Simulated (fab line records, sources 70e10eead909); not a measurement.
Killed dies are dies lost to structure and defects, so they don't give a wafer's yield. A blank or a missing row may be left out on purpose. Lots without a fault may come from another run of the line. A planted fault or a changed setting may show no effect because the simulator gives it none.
Chamber matching | flow nand_harc | NHARC_A_CONTACT_ETCH_91 on rie_diel-03: 4 sister chambers
The step etches the open film in CH3F/O2, target depth 40 nm, time 85.7 s. 4 wafers are shown with their chamber, then 12 later ones without.

WAFERS WITH THEIR CHAMBER
wafer  | chamber | showerhead_plenum_p_Torr (Torr)
L090.6 | 2       | 2.48
L092.1 | 1       | 2.34
L092.3 | 3       | 2.57
L092.4 | 0       | 2.65

WAFERS WITHOUT THEIR CHAMBER
wafer  | showerhead_plenum_p_Torr (Torr)
L091.1 | 2.48
L091.2 | 2.65
L091.5 | 2.65
L094.2 | 2.34
L094.3 | 2.48
L094.4 | 2.57
L093.1 | 2.65
L093.2 | 2.34
L093.6 | 2.57
L097.1 | 2.48
L097.3 | 2.56
L097.5 | 2.56

WHICH CHAMBER EACH WENT THROUGH
wafer  | from the rows above | in truth
L091.1 | 2                   | 2
L091.2 | 0                   | 0
L091.5 | 0                   | 0
L094.2 | 1                   | 1
L094.3 | 2                   | 2
L094.4 | 3                   | 3
L093.1 | 0                   | 0
L093.2 | 1                   | 1
L093.6 | 3                   | 3
L097.1 | 2                   | 2
L097.3 | 3                   | 3
L097.5 | 3                   | 3
Placed correctly: 12 of 12. Can't be placed from these rows: 0. Placed wrongly: 0.
How it was worked out, from the rows above alone: a wafer's distance from a chamber is the root of the sum, over the readings, of the square of ((its reading less the chamber's mean) divided by the reading's scatter). The wafer belongs to the nearest chamber; if the next one is less than 2 further off, it can't be placed. A chamber's mean is the mean of its shown wafers. The scatter: with one shown wafer a chamber, the root of the mean of the squares of how far each hidden wafer lies from its nearest shown one.
